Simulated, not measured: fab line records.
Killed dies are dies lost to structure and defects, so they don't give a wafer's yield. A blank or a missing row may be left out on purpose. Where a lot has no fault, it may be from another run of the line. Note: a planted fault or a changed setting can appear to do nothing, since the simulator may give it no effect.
fab line records + flow nandHarc
record:
- lots: 6
- wafers: 18
- lastDay: 33
route steps=1302 shown A_WL_FILL@965 END@1302
lots that met no fault: taken from a fault-free run of the same line
startH: the number of hours between the record's first day and the start of the first shown wafer of the lot + waitH: hours from the lot's prior step to this one + " unchanged from the row above + L1.1+2: one row covering several wafers at once + - either no value or no given start + * or withheld: withheld + < > ~ a bound
route shown NAME@n: names a module that has steps shown in the file, with the first one's number in the route + usual: average and standard deviation across the fault-free wafers + same: alike in all rows + chamber/n: place in a boat + sites: each site's reading + _std_site: how widely they spread, as a standard deviation + _edge_site: outer sites' mean less inner sites' + radiusMm: how far each site lies from the wafer's centre + mask NAME#n: copy n + behind: the last tool/chamber to shape the wafer + hold: the reason the lot was held/the length of the hold in hours/how it ended + device: the transistor (n, p or np) that didn't switch + end of line: the tests these same wafers got at the end of their route + for a step that has no rows: nothing shown but its recipe + killed: the dies lost at the first sort to structure and to defects; this is not the yield of the wafer + map: dies across one wafer; x = killed, . = not, _ = none there
set.NAME: the setting that was run; set.NAME@STEP: the one run at that earlier step + model.NAME: the simulator's own value behind a step, which no gauge read
certain route steps with their lots: each step a table, each wafer a row
services: from which hour (startH, from the record's first day; less than 0 if before it) a tool's chamber was out of use, for how many hours, and why
== steps ==
step: NHARC_A_WL_FILL_ALD_10
recipe:
- targetThkA: 500
- pulseTimeS: 10
- aldCycles: 500
- tempC: 300
- material: SiO2
usual:
- heaterPowerW: 484/57
- precursorPulseHeightRel: 0.999/0.021
| lot.wafer | tool     | chamber | startH | waitH | heaterPowerW | precursorPulseHeightRel |
|-----------|----------|---------|--------|-------|--------------|-------------------------|
| L130.4    | aldHk-01 | 1       | 463.88 | 0.1   | 554          | 0.982                   |
| L130.2    | "        | 0       | 465.42 | 1.6   | 463          | 1.016                   |
| L130.6    | "        | 2       | 466.45 | 2.6   | 577          | 0.948                   |
| L135.2    | aldHk-01 | 3       | 527.22 | 0.1   | 444          | 0.990                   |
| L135.3    | "        | 1       | 528.25 | 1.1   | 601          | 1.037                   |
| L135.5    | "        | 0       | 529.79 | 2.6   | 459          | 1.024                   |
| L137.3    | aldHk-03 | 0       | 551.81 | 0.1   | 464          | 1.004                   |
| L137.4    | "        | 2       | 553.85 | 2.1   | 481          | 1.027                   |
| L137.6    | "        | 0       | 555.89 | 4.1   | 465          | 0.967                   |
| L140.3    | aldHk-02 | 3       | 579.06 | 4.7   | 400          | 0.994                   |
| L140.5    | "        | 0       | "      | "     | 477          | 1.017                   |
| L140.6    | "        | 1       | "      | "     | 418          | 1.007                   |
| L148.4    | aldHk-02 | 3       | 651.56 | 0.0   | 418          | 0.987                   |
| L148.2    | "        | 1       | 652.58 | 1.1   | 427          | 0.969                   |
| L148.5    | "        | 3       | 653.61 | 2.1   | 414          | 0.994                   |
| L153.2    | aldHk-03 | 3       | 693.50 | 0.1   | 452          | 0.973                   |
| L153.3    | "        | 2       | 695.04 | 1.6   | 535          | 0.967                   |
| L153.6    | "        | 3       | "      | "     | 467          | 1.025                   |
step: NHARC_A_WL_FILL_ETCHBACK_16
recipe:
- targetDepthA: 1200
- timeS: 24
- c4f8FlowSccm: withheld
- o2FlowSccm: 8
- arFlowSccm: withheld
- rfW: 600
- biasW: 800
- chemistry: C4F8/O2/Ar
usual:
- oesProductAu: 0.99/0.031
- rfVppV: 723/4.3
| lot.wafer | tool       | chamber | startH | waitH | oesProductAu | rfHoursCounterH | rfVppV |
|-----------|------------|---------|--------|-------|--------------|-----------------|--------|
| L130.2    | rieDiel-10 | 1       | -      | -     | 1.00         | 1.5             | 721    |
| L130.4    | "          | 3       | "      | "     | 1.02         | 1.8             | 725    |
| L130.6    | "          | 1       | "      | "     | 1.00         | -               | 720    |
| L135.3    | rieDiel-12 | 2       | -      | -     | 0.96         | 2.7             | 725    |
| L135.2    | "          | 3       | "      | "     | 0.97         | 2.6             | 728    |
| L135.5    | "          | 1       | "      | "     | 0.98         | -               | 725    |
| L137.3    | rieDiel-12 | 0       | -      | -     | 0.92         | 3.3             | 718    |
| L137.6    | "          | 3       | "      | "     | 0.92         | -               | 726    |
| L137.4    | "          | 1       | "      | "     | 0.94         | -               | 725    |
| L140.3    | rieDiel-06 | 3       | -      | -     | 1.02         | 2.7             | 730    |
| L140.5    | "          | 0       | "      | "     | 1.01         | -               | 716    |
| L140.6    | "          | 1       | "      | "     | 0.99         | -               | 715    |
| L148.4    | rieDiel-06 | 0       | -      | -     | 0.96         | 3.5             | 717    |
| L148.2    | "          | 1       | "      | "     | 0.98         | 4.7             | 716    |
| L148.5    | "          | 0       | "      | "     | 0.96         | -               | 718    |
| L153.3    | rieDiel-10 | 0       | -      | -     | 1.00         | 6.1             | 729    |
| L153.2    | "          | 2       | "      | "     | 1.01         | 7.0             | 721    |
| L153.6    | "          | 3       | "      | "     | 1.02         | -               | 725    |
step: NHARC_A_WL_FILL_STRIP_29
recipe:
- timeS: 20
- o2FlowSccm: 500
- arFlowSccm: 0
- biasW: 0
- chemistry: O2
usual:
- drypumpMotorCurrentA: 5.7/0.39
- oesProductAu: 1.005/0.012
- rfVppV: 57.8/0.88
- showerheadPlenumPTorr: 3.52/0.15
- throttleValvePct: 17.035/0.0091
| lot.wafer | tool       | chamber | startH | waitH | drypumpMotorCurrentA | oesProductAu | rfHoursCounterH | rfVppV | showerheadPlenumPTorr | throttleValvePct |
|-----------|------------|---------|--------|-------|----------------------|--------------|-----------------|--------|-----------------------|------------------|
| L130.2    | rieDiel-10 | 1       | 468.63 | 0.1   | 6.0                  | 1.010        | 1.6             | 57.2   | 3.42                  | 17.056           |
| L130.4    | "          | 3       | "      | "     | 6.2                  | 1.022        | 1.8             | 57.5   | 3.59                  | 17.033           |
| L130.6    | "          | 2       | "      | "     | 5.7                  | 0.980        | -               | 56.5   | 3.44                  | 17.025           |
| L135.3    | rieDiel-12 | 0       | 531.96 | 0.1   | 4.8                  | 0.995        | 2.6             | 57.7   | 3.34                  | 17.046           |
| L135.2    | "          | 1       | "      | "     | 5.7                  | 1.009        | 2.7             | 58.0   | 3.56                  | 17.023           |
| L135.5    | "          | 1       | "      | "     | 5.7                  | 1.014        | -               | 57.8   | 3.56                  | 17.036           |
| L137.3    | rieDiel-12 | 0       | 559.61 | 0.1   | 4.8                  | 0.987        | 3.3             | 57.8   | 3.34                  | 17.039           |
| L137.6    | "          | 3       | "      | "     | 5.1                  | 0.986        | -               | 59.0   | 3.66                  | 17.036           |
| L137.4    | "          | 1       | "      | "     | 5.7                  | 1.017        | -               | 58.3   | 3.56                  | 17.039           |
| L140.3    | rieDiel-06 | 1       | 582.28 | 0.1   | 5.6                  | 0.987        | 2.5             | 58.0   | 3.30                  | 17.039           |
| L140.5    | "          | 0       | "      | "     | 5.6                  | 1.007        | -               | 56.9   | 3.34                  | 17.035           |
| L140.6    | "          | 1       | "      | "     | 5.6                  | 0.993        | -               | 55.6   | 3.30                  | 17.056           |
| L148.2    | rieDiel-06 | 2       | 656.27 | 0.1   | 5.9                  | 1.000        | 4.9             | 57.4   | 3.43                  | 17.039           |
| L148.4    | "          | 1       | "      | "     | 5.6                  | 1.000        | 4.7             | 58.3   | 3.30                  | 17.039           |
| L148.5    | "          | 2       | "      | "     | 5.9                  | 0.995        | -               | 57.5   | 3.43                  | 17.040           |
| L153.2    | rieDiel-10 | 2       | 698.24 | 0.1   | 5.7                  | 1.010        | 7.0             | 58.1   | 3.43                  | 17.032           |
| L153.3    | "          | 0       | "      | "     | 5.9                  | 0.984        | 6.1             | 57.7   | 3.75                  | 17.026           |
| L153.6    | "          | 3       | "      | "     | 6.2                  | 0.997        | -               | 57.8   | 3.59                  | 17.055           |
step: NHARC_A_WL_FILL_ETCHBACK_17
recipe:
- targetDepthA: 40
- timeS: 26.7
- chemistry: Cl2/BCl3
usual:
- drypumpMotorCurrentA: 6.0/0.57
- heBacksideLeakSccm: 3.49/0.26
- oesProductAu: 1.003/0.012
| lot.wafer | tool        | chamber | startH | waitH | drypumpMotorCurrentA | heBacksideLeakSccm | oesProductAu | rfHoursCounterH |
|-----------|-------------|---------|--------|-------|----------------------|--------------------|--------------|-----------------|
| L130.2    | rieMetal-02 | 1       | 468.74 | -     | 6.4                  | 3.40               | 0.972        | 0               |
| L130.4    | "           | 0       | "      | "     | 6.2                  | 3.49               | 1.018        | -               |
| L130.6    | "           | 0       | "      | "     | 6.2                  | 3.54               | 1.006        | -               |
| L135.2    | rieMetal-02 | 0       | 532.04 | -     | 6.2                  | 3.57               | 1.021        | 1.1             |
| L135.3    | "           | 0       | "      | "     | 6.2                  | 3.45               | 1.023        | -               |
| L135.5    | "           | 0       | "      | "     | 6.2                  | 3.55               | 1.017        | -               |
| L137.3    | rieMetal-01 | 0       | 559.74 | -     | 6.7                  | 3.36               | 0.999        | -               |
| L137.4    | "           | 1       | "      | "     | 6.2                  | 3.45               | 1.006        | -               |
| L137.6    | "           | 1       | "      | "     | 6.2                  | 3.58               | 1.001        | -               |
| L140.3    | rieMetal-03 | 1       | 582.41 | -     | 4.9                  | 3.51               | 1.012        | -               |
| L140.5    | "           | 1       | "      | "     | 4.9                  | 3.69               | 1.012        | -               |
| L140.6    | "           | 0       | "      | "     | 5.7                  | 3.48               | 0.998        | -               |
| L148.2    | rieMetal-01 | 1       | 656.36 | -     | 6.2                  | 3.37               | 0.989        | 0.9             |
| L148.4    | "           | 0       | "      | "     | 6.7                  | 3.28               | 1.004        | -               |
| L148.5    | "           | 1       | "      | "     | 6.2                  | 3.51               | 0.990        | -               |
| L153.2    | rieMetal-02 | 1       | 698.35 | -     | 6.4                  | 3.21               | 0.981        | 1.0             |
| L153.3    | "           | 1       | "      | "     | 6.4                  | 3.48               | 0.980        | -               |
| L153.6    | "           | 1       | "      | "     | 6.4                  | 3.39               | 0.982        | -               |
step: NHARC_A_WL_FILL_PRECLEAN_18
recipe:
- timeS: 30
- chemistry: dHF
step: NHARC_A_WL_FILL_SRD_21
step: NHARC_A_WL_FILL_CVD_23
recipe:
- targetThkA: 400
- tempC: 620
- pressureMtorr: 200
- timeS: 800
- material: poly-Si
step: NHARC_A_WL_FILL_ETCHBACK_26
recipe:
- targetDepthA: 520
- timeS: 13.3
- hbrFlowSccm: 150
- rfW: 350
- icpW: 350
- biasW: 60
- chemistry: HBr
usual:
- drypumpMotorCurrentA: 5.8/0.31
- hbrFlowSccm: 149.9/0.44
- heBacksideLeakSccm: 2.73/0.25
- oesProductAu: 0.994/0.014
- throttleValvePct: 23.266/0.0088
| lot.wafer | tool     | chamber | startH | waitH | drypumpMotorCurrentA | hbrFlowSccm | heBacksideLeakSccm | oesProductAu | rfHoursCounterH | throttleValvePct |
|-----------|----------|---------|--------|-------|----------------------|-------------|--------------------|--------------|-----------------|------------------|
| L130.2    | rieSi-05 | 1       | 473.86 | 0.4   | 6.0                  | 149.3       | 2.87               | 1.011        | 1.1             | 23.271           |
| L130.4    | "        | 0       | "      | "     | 5.7                  | 149.3       | 2.93               | 0.993        | 1.1             | 23.259           |
| L130.6    | "        | 1       | "      | "     | 6.0                  | 149.7       | 2.94               | 1.010        | -               | 23.265           |
| L135.3    | rieSi-05 | 0       | 538.79 | 0.4   | 5.6                  | 149.8       | 2.99               | 0.998        | 0.3             | 23.277           |
| L135.2    | "        | 1       | "      | "     | 6.0                  | 149.7       | 2.86               | 0.992        | 0.3             | 23.254           |
| L135.5    | "        | 0       | "      | "     | 5.6                  | 150.1       | 2.99               | 0.996        | -               | 23.252           |
| L137.4    | rieSi-04 | 0       | 566.35 | 0.4   | 5.5                  | 149.6       | 2.91               | 0.980        | 0.1             | 23.262           |
| L137.3    | "        | 3       | "      | "     | 6.3                  | 150.5       | 2.56               | 0.989        | 0.1             | 23.259           |
| L137.6    | "        | 1       | "      | "     | 6.3                  | 149.5       | 2.44               | 0.979        | -               | 23.250           |
| L140.3    | rieSi-05 | 3       | 586.96 | 0.4   | 5.6                  | 149.7       | 2.99               | 0.999        | 0.6             | 23.272           |
| L140.5    | "        | 2       | "      | "     | 6.1                  | 150.7       | 2.31               | 0.975        | -               | 23.262           |
| L140.6    | "        | 3       | "      | "     | 5.7                  | 149.8       | 3.06               | 0.994        | -               | 23.270           |
| L148.2    | rieSi-04 | 3       | 661.52 | 0.4   | 6.3                  | 149.4       | 2.69               | 0.995        | 0.7             | 23.264           |
| L148.4    | "        | 2       | "      | "     | 6.0                  | 150.1       | 2.78               | 1.002        | 0.8             | 23.270           |
| L148.5    | "        | 3       | "      | "     | 6.3                  | 149.6       | 2.48               | 0.988        | -               | 23.300           |
| L153.2    | rieSi-05 | 1       | 703.45 | 0.4   | 6.0                  | 150.4       | 3.03               | 1.006        | 0.2             | 23.266           |
| L153.3    | "        | 2       | "      | "     | 6.2                  | 149.7       | 2.33               | 0.988        | 0.2             | 23.280           |
| L153.6    | "        | 0       | "      | "     | 5.7                  | 150.1       | 2.83               | 0.993        | -               | 23.260           |
step: NHARC_A_WL_FILL_PRECLEAN_30
recipe:
- timeS: 10
- chemistry: dHF
step: NHARC_A_WL_FILL_SRD_14
step: NHARC_A_WL_FILL_ALD_19
recipe:
- targetThkA: 20
- pulseTimeS: 3
- aldCycles: 100
- tempC: 450
- material: TiN
step: NHARC_A_WL_FILL_CVD_20
recipe:
- targetThkA: 1000
- tempC: 400
- pressureTorr: 40
- wf6FlowSccm: 40
- h2FlowSccm: 1600
- arFlowSccm: 1560
- timeS: 74
- material: W
usual:
- heaterPowerW: 895/86
- throttleValvePct: 8.14/0.26
| lot.wafer | tool    | chamber | startH | waitH | heaterPowerW | throttleValvePct |
|-----------|---------|---------|--------|-------|--------------|------------------|
| L130.2    | cvdW-01 | 1       | 474.33 | -     | 893          | 8.54             |
| L130.4    | "       | 1       | "      | "     | 896          | 8.37             |
| L130.6    | "       | 0       | "      | "     | 807          | 8.63             |
| L135.2    | cvdW-01 | 0       | 539.28 | -     | 783          | 8.41             |
| L135.3    | "       | 1       | "      | "     | 924          | 8.63             |
| L135.5    | "       | 1       | "      | "     | 915          | 8.47             |
| L137.3    | cvdW-01 | 0       | 566.89 | -     | 799          | 7.89             |
| L137.4    | "       | 1       | "      | "     | 892          | 7.97             |
| L137.6    | "       | 0       | "      | "     | 806          | 7.88             |
| L140.3    | cvdW-01 | 1       | 587.51 | -     | 854          | 8.41             |
| L140.6    | "       | 0       | "      | "     | 804          | 8.02             |
| L140.5    | "       | 1       | "      | "     | 865          | 8.42             |
| L148.2    | cvdW-02 | 1       | 662.14 | -     | 1050         | 7.93             |
| L148.4    | "       | 1       | "      | "     | 1029         | 8.07             |
| L148.5    | "       | 0       | "      | "     | 833          | 7.50             |
| L153.2    | cvdW-01 | 1       | 703.93 | -     | 855          | 8.28             |
| L153.3    | "       | 0       | "      | "     | 829          | 7.92             |
| L153.6    | "       | 1       | "      | "     | 871          | 8.48             |
step: NHARC_A_WL_FILL_CMP_12
recipe:
- tOverpolishS: 30
- targetThkNm: 100
usual:
- motorCurrentA: 12.5/1.3
- overpolishRunS: 30.000/0.009
- timeToEndpointS: 20/3.2
| lot.wafer | tool   | chamber | startH | waitH | motorCurrentA | overpolishRunS | timeToEndpointS |
|-----------|--------|---------|--------|-------|---------------|----------------|-----------------|
| L130.4    | cmp-01 | 1       | 474.51 | 0.1   | 11.8          | 29.993         | 19              |
| L130.2    | "      | 0       | "      | "     | 12.2          | 29.999         | 18              |
| L130.6    | "      | 1       | "      | "     | 11.0          | 29.993         | 22              |
| L135.3    | cmp-01 | 0       | 539.46 | 0.1   | 12.3          | 29.995         | 21              |
| L135.2    | "      | 2       | "      | "     | 12.3          | 30.009         | 20              |
| L135.5    | "      | 3       | "      | "     | 12.3          | 29.987         | 19              |
| L137.3    | cmp-01 | 2       | 567.02 | 0.1   | 12.2          | 29.996         | 28              |
| L137.4    | "      | 1       | "      | "     | 11.1          | 29.998         | 26              |
| L137.6    | "      | 3       | "      | "     | 12.6          | 30.021         | 30              |
| L140.3    | cmp-04 | 1       | 587.70 | 0.2   | 15.9          | 30.020         | 17              |
| L140.6    | "      | 2       | "      | "     | 12.9          | 29.996         | 33              |
| L140.5    | "      | 3       | "      | "     | 11.5          | 29.999         | 16              |
| L148.4    | cmp-01 | 1       | 662.32 | 0.1   | 11.0          | 29.998         | 26              |
| L148.2    | "      | 2       | "      | "     | 12.1          | 29.986         | 22              |
| L148.5    | "      | 0       | "      | "     | 12.4          | 29.989         | 23              |
| L153.2    | cmp-04 | 1       | 704.09 | 0.1   | 16.5          | 30.006         | 16              |
| L153.3    | "      | 0       | "      | "     | 10.7          | 29.985         | 16              |
| L153.6    | "      | 2       | "      | "     | 13.2          | 29.998         | 19              |
step: NHARC_END_SORT_01
recipe:
- tempC: 25
usual:
- killedAtArray: 56/20
- killedAtOther: 0.9/1.1
- killedAtPeriphery: 3.7/3
- killedDies: 61/21
- killedOpen: 2.9/1.6
- killedShort: 2.6/1.4
same:
- grossDies: 677
| lot.wafer | tool      | chamber | startH | waitH | killedAtArray | killedAtOther | killedAtPeriphery | killedDies | killedOpen | killedShort |
|-----------|-----------|---------|--------|-------|---------------|---------------|-------------------|------------|------------|-------------|
| L135.2    | prober-01 | 0       | 615.73 | 2.8   | 54            | 0             | 1                 | 55         | 3          | 1           |
| L135.3    | prober-01 | 0       | 616.52 | 3.1   | 49            | 0             | 1                 | 50         | 3          | 5           |
| L135.5    | prober-01 | 0       | 618.09 | 3.7   | 46            | 1             | 0                 | 47         | 3          | 1           |
| L137.3    | prober-02 | 0       | 641.69 | 3.1   | 72            | 1             | 0                 | 73         | 1          | 4           |
| L137.4    | prober-02 | 0       | 642.49 | 3.4   | 83            | 0             | 0                 | 83         | 2          | 3           |
| L137.6    | prober-02 | 0       | 644.10 | 4.0   | 67            | 0             | 0                 | 67         | 3          | 1           |
| L140.3    | prober-02 | 0       | 670.47 | 3.1   | 88            | 1             | 6                 | 95         | 4          | 2           |
| L140.5    | prober-02 | 0       | 672.06 | 3.7   | 77            | 2             | 7                 | 86         | 1          | 2           |
| L140.6    | prober-02 | 0       | 672.86 | 4.0   | 95            | 0             | 6                 | 101        | 5          | 2           |
killed by level:class
L135.2 A_SLIT:chamberFilmFlake=31 A_CHANNEL_HOLE_D2:chamberFilmFlake=6 A_CONTACT:chamberFilmFlake=6 A_CHANNEL_HOLE_D1:chamberFilmFlake=3 A_ZERO_WELL:chamberFilmFlake=2 A_ONON_D1:geometricParticle:open=1 A_DECK1_JOINT:geometricParticle:short=1 A_ONON_D2:geometricParticle:open=1
L135.3 A_SLIT:chamberFilmFlake=24 A_CHANNEL_HOLE_D2:chamberFilmFlake=8 A_CHANNEL_HOLE_D1:chamberFilmFlake=4 A_ZERO_WELL:chamberFilmFlake=3 A_CHANNEL_FILL_D2:geometricParticle:open=2 A_WL_FILL:geometricParticle:short=2 P_M0:geometricParticle:open=1 A_CHANNEL_FILL_D1:geometricParticle:short=1
L135.5 A_SLIT:chamberFilmFlake=27 A_CHANNEL_HOLE_D2:chamberFilmFlake=9 A_CHANNEL_HOLE_D1:chamberFilmFlake=2 A_CONTACT:chamberFilmFlake=2 A_CHANNEL_FILL_D1:geometricParticle:open=1 A_ONON_D2:geometricParticle:open=1 A_CHANNEL_FILL_D2:geometricParticle:open=1 A_M0:geometricParticle:short=1
L137.3 A_SLIT:chamberFilmFlake=32 A_CHANNEL_HOLE_D2:chamberFilmFlake=20 A_CHANNEL_HOLE_D1:chamberFilmFlake=11 A_CHANNEL_FILL_D2:chamberFilmFlake=3 A_SOURCE_PLATE:geometricParticle:short=1 A_ONON_D2:geometricParticle:short=1 A_CHANNEL_FILL_D2:geometricParticle:short=1 A_M0:geometricParticle:open=1
L137.4 A_CHANNEL_HOLE_D2:chamberFilmFlake=35 A_SLIT:chamberFilmFlake=34 A_CHANNEL_HOLE_D1:chamberFilmFlake=5 A_CHANNEL_FILL_D1:geometricParticle:short=2 A_STAIRCASE:chamberFilmFlake=2 A_CHANNEL_FILL_D1:geometricParticle:open=1 A_CHANNEL_FILL_D2:geometricParticle:short=1 A_SGD_CUT:geometricParticle:open=1
L137.6 A_SLIT:chamberFilmFlake=36 A_CHANNEL_HOLE_D2:chamberFilmFlake=19 A_CHANNEL_HOLE_D1:chamberFilmFlake=7 A_M0:geometricParticle:open=2 A_SOURCE_PLATE:geometricParticle:open=1 A_ONON_D1:geometricParticle:short=1 A_CHANNEL_FILL_D2:chamberFilmFlake=1
L140.3 A_CHANNEL_HOLE_D1:chamberFilmFlake=32 A_SLIT:chamberFilmFlake=26 A_CHANNEL_HOLE_D2:chamberFilmFlake=13 A_CONTACT:chamberFilmFlake=5 P_GATE:chamberFilmFlake=3 A_STAIRCASE:chamberFilmFlake=3 A_BONDPAD:chamberFilmFlake=2 P_M1:geometricParticle:open=1
L140.5 A_SLIT:chamberFilmFlake=31 A_CHANNEL_HOLE_D1:chamberFilmFlake=17 A_CHANNEL_HOLE_D2:chamberFilmFlake=16 P_GATE:chamberFilmFlake=4 A_STAIRCASE:chamberFilmFlake=4 A_CONTACT:chamberFilmFlake=4 A_BONDPAD:chamberFilmFlake=3 THIN_TSV:chamberFilmFlake=2
L140.6 A_CHANNEL_HOLE_D1:chamberFilmFlake=34 A_SLIT:chamberFilmFlake=33 A_CHANNEL_HOLE_D2:chamberFilmFlake=15 A_CONTACT:chamberFilmFlake=6 P_GATE:geometricParticle:open=2 A_STAIRCASE:chamberFilmFlake=2 A_BONDPAD:chamberFilmFlake=2 P_CONTACT:geometricParticle:short=1
== services ==
| tool       | chamber | startH | hours | kind   |
|------------|---------|--------|-------|--------|
| rieDiel-12 | -       | 445.40 | 9.0   | pm     |
| cvdW-01    | -       | 456.80 | 1.0   | repair |
| cmp-01     | -       | 479.59 | 4.0   | pm     |
| rieSi-05   | -       | 482.00 | 9.0   | pm     |
| cmp-01     | -       | 484.04 | 4.5   | repair |
| rieDiel-06 | -       | 484.20 | 9.0   | pm     |
| rieSi-05   | 1       | 506.31 | 5.0   | repair |
| rieDiel-12 | -       | 509.29 | 2.0   | repair |
| rieDiel-12 | -       | 534.46 | 0.4   | repair |
| rieDiel-10 | 3       | 535.15 | 4.3   | repair |
| cmp-01     | -       | 539.96 | 1.3   | repair |
| cvdW-01    | 0       | 542.09 | 7.7   | repair |
| cmp-01     | -       | 546.50 | 4.6   | repair |
| cvdW-01    | -       | 547.00 | 13.0  | pm     |
| rieDiel-12 | 2       | 558.57 | 5.1   | repair |
| rieDiel-12 | 1       | 560.37 | 3.8   | repair |
| cmp-01     | -       | 571.49 | 1.2   | repair |
| rieDiel-10 | 3       | 571.54 | 5.5   | repair |
| cmp-01     | -       | 577.59 | 4.0   | pm     |
| cvdW-01    | -       | 589.86 | 24.7  | repair |
| rieDiel-10 | -       | 596.60 | 9.0   | pm     |
| cmp-01     | -       | 600.01 | 1.0   | repair |
| cvdW-01    | 0       | 622.95 | 3.2   | repair |
| cvdW-01    | 0       | 646.75 | 17.6  | repair |
== key ==
firstSign:
- step: NHARC_A_WL_FILL_CMP_12
- reading: timeToEndpointS
- direction: up
- sigmas: 3.3
- usual: *
- struck: *
effect none on later readings
metAt NHARC_A_WL_FILL_CVD_20
struckWafers L137.3,L137.6,L140.6
testerLeftOut L137,L140
onsetBetween 539.28 566.89
fault:
- kind: processParameterDrift
- tool: cvdW-01
- chamber: 0
- onsetH: 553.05
- steps: NHARC_A_WL_FILL_CVD_20
- channel: targetThkA
- offset: *
- shape: step
- endH: 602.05
- actsIn: *
- stated: *
testerLeftOut: of these lots the tester's yield and bins aren't shown, on N5 and GAA mostly nor the transistor test; their killed dies are dies lost to structure and defects alone, not to doping, threshold or leakage, so they don't give the yield
